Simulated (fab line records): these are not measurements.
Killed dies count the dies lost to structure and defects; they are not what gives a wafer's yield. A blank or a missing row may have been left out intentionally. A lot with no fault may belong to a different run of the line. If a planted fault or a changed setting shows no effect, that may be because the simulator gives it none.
Matching of chambers :: flow n5-finfet :: 4 sister chambers for N5_SPACER0_ALD_07 on ald-sin-04
The step deposits SiNx, target thk 2 nm. 8 wafers are shown with their chamber, then 6 later ones without.

== EACH WAFER AND ITS CHAMBER ==
wafer: L148.1
chamber: 0
heater-power-w (W): 762
heater-power-outer-w (W): 471

wafer: L148.5
chamber: 0
heater-power-w (W): 759
heater-power-outer-w (W): 463

wafer: L149.2
chamber: 1
heater-power-w (W): 782
heater-power-outer-w (W): 493

wafer: L149.4
chamber: 2
heater-power-w (W): 980
heater-power-outer-w (W): 583

wafer: L151.1
chamber: 1
heater-power-w (W): 776
heater-power-outer-w (W): 475

wafer: L151.2
chamber: 3
heater-power-w (W): 785
heater-power-outer-w (W): 504

wafer: L151.4
chamber: 2
heater-power-w (W): 975
heater-power-outer-w (W): 582

wafer: L154.1
chamber: 3
heater-power-w (W): 802
heater-power-outer-w (W): 519

== WAFERS WITH NO CHAMBER GIVEN ==
wafer: L154.6
heater-power-w (W): 781
heater-power-outer-w (W): 483

wafer: L156.2
heater-power-w (W): 997
heater-power-outer-w (W): 599

wafer: L156.6
heater-power-w (W): 975
heater-power-outer-w (W): 590

wafer: L158.2
heater-power-w (W): 776
heater-power-outer-w (W): 504

wafer: L158.5
heater-power-w (W): 786
heater-power-outer-w (W): 492

wafer: L158.6
heater-power-w (W): 977
heater-power-outer-w (W): 576

== WHICH CHAMBER EACH ONE RAN IN ==
wafer: L154.6
from the rows above: 1
in truth: 1

wafer: L156.2
from the rows above: 2
in truth: 2

wafer: L156.6
from the rows above: 2
in truth: 2

wafer: L158.2
from the rows above: can't be placed: 1 or 3
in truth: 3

wafer: L158.5
from the rows above: can't be placed: 1 or 3
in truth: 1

wafer: L158.6
from the rows above: 2
in truth: 2
Correct placement for 4 of the 6. Cannot be placed on the basis of these rows: 2; the candidates contain the true chamber in 2. Placed wrongly: 0.
How it was worked out, from the rows above alone: a wafer's distance from a chamber is the root of the sum, over the readings, of the square of ((its reading less the chamber's mean) divided by the reading's scatter). The wafer belongs to the nearest chamber; if the next one is less than 2 further off, it can't be placed. Each chamber's mean is taken over the wafers shown for it. The scatter: the root of (the sum of the squares of (reading less its chamber's mean) over the shown wafers, divided by (wafers less chambers)).
